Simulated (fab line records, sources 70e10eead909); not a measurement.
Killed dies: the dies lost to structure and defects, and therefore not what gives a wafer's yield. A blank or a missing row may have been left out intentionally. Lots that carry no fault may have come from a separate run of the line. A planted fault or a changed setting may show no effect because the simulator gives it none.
Matching of chambers || flow nand-harc || NHARC_P_BONDPAD_DEP_00 on pecvd-04: 3 sister chambers
The step deposits SiCN, target thk 250 nm. 14 wafers are shown with their chamber, then 7 later ones without.

## WAFERS PAIRED WITH THEIR CHAMBERS
{"wafer": "L077.4", "chamber": 2, "heater-power-outer-w (W)": 382, "heater-power-w (W)": 698, "chamber-pressure-Torr (Torr)": 2.992}
{"wafer": "L077.5", "chamber": 1, "heater-power-outer-w (W)": 285, "heater-power-w (W)": 505, "chamber-pressure-Torr (Torr)": 3.004}
{"wafer": "L077.6", "chamber": 0, "heater-power-outer-w (W)": 311, "heater-power-w (W)": 590, "chamber-pressure-Torr (Torr)": 3.001}
{"wafer": "L078.1", "chamber": 0, "heater-power-outer-w (W)": 300, "heater-power-w (W)": 571, "chamber-pressure-Torr (Torr)": 3.002}
{"wafer": "L078.3", "chamber": 0, "heater-power-outer-w (W)": 308, "heater-power-w (W)": 567, "chamber-pressure-Torr (Torr)": 2.998}
{"wafer": "L078.4", "chamber": 1, "heater-power-outer-w (W)": 298, "heater-power-w (W)": 511, "chamber-pressure-Torr (Torr)": 3.005}
{"wafer": "L079.1", "chamber": 0, "heater-power-outer-w (W)": 233, "heater-power-w (W)": 491, "chamber-pressure-Torr (Torr)": 2.995}
{"wafer": "L079.4", "chamber": 0, "heater-power-outer-w (W)": 254, "heater-power-w (W)": 501, "chamber-pressure-Torr (Torr)": 2.995}
{"wafer": "L079.5", "chamber": 1, "heater-power-outer-w (W)": 241, "heater-power-w (W)": 445, "chamber-pressure-Torr (Torr)": 3.004}
{"wafer": "L081.1", "chamber": 0, "heater-power-outer-w (W)": 253, "heater-power-w (W)": 505, "chamber-pressure-Torr (Torr)": 3.013}
{"wafer": "L081.3", "chamber": 2, "heater-power-outer-w (W)": 354, "heater-power-w (W)": 618, "chamber-pressure-Torr (Torr)": 3.004}
{"wafer": "L081.6", "chamber": 2, "heater-power-outer-w (W)": 355, "heater-power-w (W)": 626, "chamber-pressure-Torr (Torr)": 3.005}
{"wafer": "L092.1", "chamber": 1, "heater-power-outer-w (W)": 330, "heater-power-w (W)": 571, "chamber-pressure-Torr (Torr)": 3.001}
{"wafer": "L092.2", "chamber": 2, "heater-power-outer-w (W)": 346, "heater-power-w (W)": 613, "chamber-pressure-Torr (Torr)": 2.999}

SIGNATURES (means of the wafers above)
{"reading": "heater-power-outer-w", "chamber 0": 276.50, "chamber 1": 288.50, "chamber 2": 359.25, "scatter within a chamber": 30.9}
{"reading": "heater-power-w", "chamber 0": 537.50, "chamber 1": 508.00, "chamber 2": 638.75, "scatter within a chamber": 44.7}
{"reading": "chamber-pressure-Torr", "chamber 0": 3.00067, "chamber 1": 3.00350, "chamber 2": 3.00000, "scatter within a chamber": 0.00556}
Rule: for a wafer and a chamber, the distance is found by dividing, reading by reading, the gap between the wafer's reading and the chamber's mean by the reading's scatter, squaring, summing and taking the root. The wafer belongs to the nearest chamber; if the next one is less than 2 further off, it can't be placed. The scatter: take each reading less its chamber's mean, square it, sum over the shown wafers, divide by the number of wafers less the number of chambers, and take the root.

## WAFERS WHOSE CHAMBER IS MISSING
{"wafer": "L092.3", "heater-power-outer-w (W)": 302, "heater-power-w (W)": 583, "chamber-pressure-Torr (Torr)": 2.994}
{"wafer": "L093.2", "heater-power-outer-w (W)": 239, "heater-power-w (W)": 515, "chamber-pressure-Torr (Torr)": 3.005}
{"wafer": "L093.3", "heater-power-outer-w (W)": 319, "heater-power-w (W)": 541, "chamber-pressure-Torr (Torr)": 2.999}
{"wafer": "L093.6", "heater-power-outer-w (W)": 374, "heater-power-w (W)": 630, "chamber-pressure-Torr (Torr)": 3.000}
{"wafer": "L094.2", "heater-power-outer-w (W)": 309, "heater-power-w (W)": 583, "chamber-pressure-Torr (Torr)": 3.005}
{"wafer": "L094.4", "heater-power-outer-w (W)": 308, "heater-power-w (W)": 592, "chamber-pressure-Torr (Torr)": 2.996}
{"wafer": "L094.5", "heater-power-outer-w (W)": 311, "heater-power-w (W)": 569, "chamber-pressure-Torr (Torr)": 2.994}

## WHICH CHAMBER EACH ONE RAN IN
{"wafer": "L092.3", "from the rows above": "can't be placed: 0 or 1 or 2", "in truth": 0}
{"wafer": "L093.2", "from the rows above": "can't be placed: 0 or 1", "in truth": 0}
{"wafer": "L093.3", "from the rows above": "can't be placed: 0 or 1 or 2", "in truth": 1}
{"wafer": "L093.6", "from the rows above": 2, "in truth": 2}
{"wafer": "L094.2", "from the rows above": "can't be placed: 0 or 1 or 2", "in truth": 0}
{"wafer": "L094.4", "from the rows above": "can't be placed: 0 or 2 or 1", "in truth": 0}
{"wafer": "L094.5", "from the rows above": "can't be placed: 0 or 1 or 2", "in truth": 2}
Correctly placed: 1 of 7. Unplaceable from these rows: 6, with the true chamber sitting among the candidates in 6. Wrongly placed: 0.
